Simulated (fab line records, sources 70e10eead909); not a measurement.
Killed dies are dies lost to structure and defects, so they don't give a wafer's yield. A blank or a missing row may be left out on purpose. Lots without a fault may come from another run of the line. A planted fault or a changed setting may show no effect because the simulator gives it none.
A struck lot beside a sound one | flow nand_harc | 15 steps out of a route of 1159
Sound: wafers L649.3, L649.4, L649.5. Struck: wafers L661.1, L661.2. The cause comes at the end.
At each step with rows: each side's tool, then ch and its chambers, then its first start. Under that, the readings that differ: sound wafers | struck wafers | difference of the means | sigmas: that difference in standard deviations of wafers without a fault.
alike: readings whose means differ by less than 2 such deviations, and words and numbers that are the same on both sides. not compared: withheld readings, readings that some wafer has no value for, bounds like >300 that may hide the same value, and numbers for which the record gives no deviation and whose values overlap.
The two part at a step that has a row with sigmas, a row that says differs or no value, or rows on one side only. Numbers that don't overlap but have no deviation are shown without sigmas and don't part them. A reading that every wafer of one side lacks parts them only if that side has two wafers or more.

first, 1 step without rows for these wafers: NHARC_A_ONON_D1_DEP_00 (target thk 1000 nm).
NHARC_A_ONON_D1_THK_MEAS_02: measures by ellipsometry.
  sound on film_metro-02, day 8 06:12; struck on film_metro-02, day 11 07:49
  alike: thk_nm
then, 1 step without rows for these wafers: NHARC_A_ONON_D1_DEP_03 (target thk 1000 nm).
NHARC_A_ONON_D1_THK_MEAS_05: measures by ellipsometry.
  sound on film_metro-01, day 8 06:47; struck on film_metro-02, day 11 08:22
  alike: thk_nm
then, 1 step without rows for these wafers: NHARC_A_ONON_D1_DEP_06 (target thk 1000 nm).
NHARC_A_ONON_D1_THK_MEAS_08: measures by ellipsometry.
  sound on film_metro-01, day 8 07:20; struck on film_metro-02, day 11 08:56
  alike: thk_nm
then, 1 step without rows for these wafers: NHARC_A_ONON_D1_DEP_09 (target thk 1000 nm).
NHARC_A_ONON_D1_THK_MEAS_11: measures by ellipsometry.
  sound on film_metro-01, day 8 07:55; struck on film_metro-01, day 11 09:31
  alike: thk_nm
then, 1 step without rows for these wafers: NHARC_A_ONON_D1_DEP_12 (target thk 1000 nm).
NHARC_A_ONON_D1_THK_MEAS_14: measures by ellipsometry.
  sound on film_metro-02, day 8 08:28; struck on film_metro-01, day 11 10:05
  alike: thk_nm
then, 1 step without rows for these wafers: NHARC_A_ONON_D1_ANNEAL_15 (time 3600 s).
NHARC_A_ONON_D1_DEP_16: target thk 1000 nm.
  sound on pecvd_onon-03 ch 0, day 8 15:13; struck on pecvd_onon-03 ch 0, day 11 16:44
  alike: n2_flow_sccm
NHARC_A_ONON_D1_THK_MEAS_18: measures by ellipsometry.
  sound on film_metro-01, day 8 15:37; struck on film_metro-01, day 11 17:15
  reading     | sound          | struck    | difference | sigmas
  thk_nm (nm) | 1016 1017 1014 | 1829 1831 | +814       | +74
then, 1 step without rows for these wafers: NHARC_A_ONON_D1_DEP_19 (target thk 1000 nm).
-- the record jumps here: 12 days lie between the struck wafers' starts before and after (it left off in module A_ONON_D1 and takes up again in module END, whose first step shown is number 1159 of the route) --
NHARC_END_SORT_01:
  sound on prober-02 ch 0, day 19 21:34; struck on prober-01 ch 0, day 23 06:30
  reading         | sound    | struck  | difference | sigmas
  killed_at_array | 28 31 21 | 675 674 | +648       | +67
  killed_dies     | 30 34 28 | 677 677 | +646       | +65
  alike: killed_at_other, killed_at_periphery, killed_open, killed_short

WHERE THEY PART
First at NHARC_A_ONON_D1_THK_MEAS_18; last, within this record, at NHARC_END_SORT_01.

WHY: what the simulator had put in
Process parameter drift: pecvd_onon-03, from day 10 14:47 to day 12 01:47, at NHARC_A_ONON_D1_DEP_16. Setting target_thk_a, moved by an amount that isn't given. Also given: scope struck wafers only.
